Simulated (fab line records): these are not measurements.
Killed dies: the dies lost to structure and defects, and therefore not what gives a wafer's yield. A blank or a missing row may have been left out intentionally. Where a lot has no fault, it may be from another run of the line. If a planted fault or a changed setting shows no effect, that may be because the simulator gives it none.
Chamber matching :: flow n5_finfet :: N5_BEOL_M0_SAQP_ETCH_83 on rie_diel-04 has 4 sister chambers
The step etches SiARC in CF4, target depth 39 nm, time 65 s. 14 wafers are shown with their chamber, then 7 later ones without.

## WAFERS PAIRED WITH THEIR CHAMBERS
wafer: L079.3
chamber: 1
throttle_valve_pct (%): 15.31
drypump_motor_current_A (A): 6.5
showerhead_plenum_p_Torr (Torr): 2.15

wafer: L079.4
chamber: 1
throttle_valve_pct (%): 15.32
drypump_motor_current_A (A): 6.5
showerhead_plenum_p_Torr (Torr): 2.15

wafer: L079.6
chamber: 2
throttle_valve_pct (%): 15.99
drypump_motor_current_A (A): 6.1
showerhead_plenum_p_Torr (Torr): 2.21

wafer: L083.2
chamber: 0
throttle_valve_pct (%): 16.14
drypump_motor_current_A (A): 5.6
showerhead_plenum_p_Torr (Torr): 2.12

wafer: L083.4
chamber: 2
throttle_valve_pct (%): 16.01
drypump_motor_current_A (A): 6.1
showerhead_plenum_p_Torr (Torr): 2.21

wafer: L083.5
chamber: 2
throttle_valve_pct (%): 16.00
drypump_motor_current_A (A): 6.2
showerhead_plenum_p_Torr (Torr): 2.21

wafer: L087.2
chamber: 2
throttle_valve_pct (%): 16.03
drypump_motor_current_A (A): 6.1
showerhead_plenum_p_Torr (Torr): 2.21

wafer: L087.4
chamber: 3
throttle_valve_pct (%): 15.59
drypump_motor_current_A (A): 5.3
showerhead_plenum_p_Torr (Torr): 2.22

wafer: L087.6
chamber: 1
throttle_valve_pct (%): 15.34
drypump_motor_current_A (A): 6.5
showerhead_plenum_p_Torr (Torr): 2.14

wafer: L088.2
chamber: 3
throttle_valve_pct (%): 15.60
drypump_motor_current_A (A): 5.3
showerhead_plenum_p_Torr (Torr): 2.21

wafer: L088.3
chamber: 3
throttle_valve_pct (%): 15.61
drypump_motor_current_A (A): 5.3
showerhead_plenum_p_Torr (Torr): 2.21

wafer: L088.5
chamber: 3
throttle_valve_pct (%): 15.60
drypump_motor_current_A (A): 5.4
showerhead_plenum_p_Torr (Torr): 2.21

wafer: L091.2
chamber: 3
throttle_valve_pct (%): 15.60
drypump_motor_current_A (A): 5.3
showerhead_plenum_p_Torr (Torr): 2.21

wafer: L091.4
chamber: 2
throttle_valve_pct (%): 16.01
drypump_motor_current_A (A): 6.1
showerhead_plenum_p_Torr (Torr): 2.21

SIGNATURES (means of the wafers above)
reading: throttle_valve_pct
chamber 0: 16.1400
chamber 1: 15.3233
chamber 2: 16.0080
chamber 3: 15.6000
scatter within a chamber: 0.0124

reading: drypump_motor_current_A
chamber 0: 5.600
chamber 1: 6.500
chamber 2: 6.120
chamber 3: 5.320
scatter within a chamber: 0.04

reading: showerhead_plenum_p_Torr
chamber 0: 2.1200
chamber 1: 2.1467
chamber 2: 2.2100
chamber 3: 2.2120
scatter within a chamber: 0.00383
Rule: distance of a wafer from a chamber = root of the sum over the readings of ((wafer's reading minus chamber's mean) / reading's scatter) squared. If the next closest chamber is less than 2 further off than the closest, the wafer can't be placed; otherwise it belongs to the closest. The scatter is the square root of a quotient: the sum, over the shown wafers, of each reading's squared deviation from its chamber's mean, divided by wafers minus chambers.

## WAFERS WITH NO CHAMBER GIVEN
wafer: L091.6
throttle_valve_pct (%): 15.64
drypump_motor_current_A (A): 5.5
showerhead_plenum_p_Torr (Torr): 2.11

wafer: L090.1
throttle_valve_pct (%): 15.35
drypump_motor_current_A (A): 6.4
showerhead_plenum_p_Torr (Torr): 2.14

wafer: L090.5
throttle_valve_pct (%): 16.02
drypump_motor_current_A (A): 6.1
showerhead_plenum_p_Torr (Torr): 2.20

wafer: L090.6
throttle_valve_pct (%): 15.60
drypump_motor_current_A (A): 5.3
showerhead_plenum_p_Torr (Torr): 2.21

wafer: L094.4
throttle_valve_pct (%): 16.05
drypump_motor_current_A (A): 6.1
showerhead_plenum_p_Torr (Torr): 2.20

wafer: L094.5
throttle_valve_pct (%): 15.62
drypump_motor_current_A (A): 5.3
showerhead_plenum_p_Torr (Torr): 2.21

wafer: L094.6
throttle_valve_pct (%): 16.04
drypump_motor_current_A (A): 6.1
showerhead_plenum_p_Torr (Torr): 2.20

## EACH ONE'S CHAMBER
wafer: L091.6
from the rows above: 3
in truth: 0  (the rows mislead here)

wafer: L090.1
from the rows above: 1
in truth: 1

wafer: L090.5
from the rows above: 2
in truth: 2

wafer: L090.6
from the rows above: 3
in truth: 3

wafer: L094.4
from the rows above: 2
in truth: 2

wafer: L094.5
from the rows above: 3
in truth: 3

wafer: L094.6
from the rows above: 2
in truth: 2
6 of 7 placed correctly. Number that these rows cannot place: 0. Wrongly placed: 1.
